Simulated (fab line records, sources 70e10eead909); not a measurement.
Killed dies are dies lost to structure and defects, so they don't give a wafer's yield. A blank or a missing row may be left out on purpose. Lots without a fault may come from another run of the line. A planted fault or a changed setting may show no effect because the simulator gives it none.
A struck lot beside a sound one | flow nand_harc | 15 steps out of a route of 1302
Sound: wafers L826.1, L826.4, L826.5. Struck: wafer L844.1. (L844.3, L844.6 of the same lot were not struck and are left out.) The cause comes at the end.
At each step with rows: each side's tool, then ch and its chambers, then its first start. Under that, the readings that differ: sound wafers | struck wafers | difference of the means | sigmas: that difference in standard deviations of wafers without a fault.
alike: readings whose means differ by less than 2 such deviations, and words and numbers that are the same on both sides. not compared: withheld readings, readings that some wafer has no value for, bounds like >300 that may hide the same value, and numbers for which the record gives no deviation and whose values overlap.
The two part at a step that has a row with sigmas, a row that says differs or no value, or rows on one side only. Numbers that don't overlap but have no deviation are shown without sigmas and don't part them. A reading that every wafer of one side lacks parts them only if that side has two wafers or more.

NHARC_A_BLC_INSPECT_12:
  sound on defect_inspect-02, day 24 15:02; struck on defect_inspect-02, day 31 02:31
  alike: raw_defect_count
NHARC_A_BLC_DESCUM_15: chemistry O2, time 3 s.
  sound on rie_diel-05 ch 1,2,3, day 24 15:07; struck on rie_diel-03 ch 1, day 31 02:35
  reading               | sound             | struck | difference | sigmas
  oes_product_au (a.u.) | 1.006 1.010 1.007 | 0.979  | -0.029     | -4
  alike: chamber_pressure_mTorr, drypump_motor_current_A, rf_vpp_V, showerhead_plenum_p_Torr, throttle_valve_pct
  not compared: rf_hours_counter_h
then, 3 steps without rows for these wafers: NHARC_A_BLC_ETCH_16 (etches the open film in CF4, target depth 39 nm, time 65 s); NHARC_A_BLC_ETCH_17 (etches the open film in N2/H2, target depth 390 nm, time 609.38 s); NHARC_A_BLC_ETCH_18 (etches the open film in C4F8/O2/Ar, target depth 910 nm).
NHARC_A_BLC_CD_MEAS_19:
  sound on cd_sem-03, day 24 16:04; struck on cd_sem-01, day 31 03:33
  alike: cd_nm
NHARC_A_BLC_STRIP_29: strips in CF4.
  sound on rie_diel-05 ch 0,2,3, day 24 16:10; struck on rie_diel-05 ch 0, day 31 03:38
  alike: chamber_pressure_mTorr, drypump_motor_current_A, oes_product_au, rf_vpp_V, showerhead_plenum_p_Torr, throttle_valve_pct
  not compared: rf_hours_counter_h
NHARC_A_BLC_STRIP_21: strips in O2.
  sound on rie_diel-05 ch 1,2, day 24 16:14; struck on rie_diel-05 ch 0, day 31 03:44
  reading                     | sound       | struck | difference | sigmas
  drypump_motor_current_A (A) | 5.3 5.8 5.3 | 6.2    | +0.7       | +2
  alike: chamber_pressure_mTorr, oes_product_au, rf_vpp_V, showerhead_plenum_p_Torr, throttle_valve_pct
  not compared: rf_hours_counter_h
then, 3 steps without rows for these wafers: NHARC_A_BLC_STRIP_22 (strips in post etch residue remover, time 600 s); NHARC_A_BLC_DEGAS_30 (time 60 s); NHARC_A_BLC_PRE_CLEAN_31 (time 15 s).
NHARC_A_BLC_PVD_32: deposits Ti, target thk 5 nm, time 17.7 s.
  sound on pvd_sputter-02; struck on pvd_sputter-02
  alike: throttle_valve_pct
NHARC_A_BLC_ALD_23: deposits TiN, target thk 3 nm, pulse time 1 s, ald cycles 150.
  sound on ald_metal-02 ch 0,2, day 24 16:55; struck on ald_metal-03 ch 3, day 31 04:26
  reading                  | sound       | struck | difference | sigmas
  ald_cycles               | 150 150 150 | 136    | -14        |
  heater_power_outer_w (W) | 606 626 630 | 803    | +182       | +3
  alike: heater_power_w, precursor_pulse_height_rel
NHARC_A_BLC_CVD_24: deposits W, target thk 150 nm, time 434 s.
  sound on cvd_w-01 ch 0,1; struck on cvd_w-01 ch 0
  alike: heater_power_outer_w, heater_power_w, throttle_valve_pct
NHARC_END_SORT_01:
  sound on prober-01 ch 0, day 26 12:16; struck on prober-01 ch 0, day 33 03:05
  reading     | sound    | struck | difference | sigmas
  killed_dies | 65 53 80 | 31     | -35        | -2
  alike: killed_at_array, killed_at_other, killed_at_periphery, killed_open, killed_short

WHERE THEY PART
First at NHARC_A_BLC_DESCUM_15; last, within this record, at NHARC_END_SORT_01.

WHY: what the simulator had put in
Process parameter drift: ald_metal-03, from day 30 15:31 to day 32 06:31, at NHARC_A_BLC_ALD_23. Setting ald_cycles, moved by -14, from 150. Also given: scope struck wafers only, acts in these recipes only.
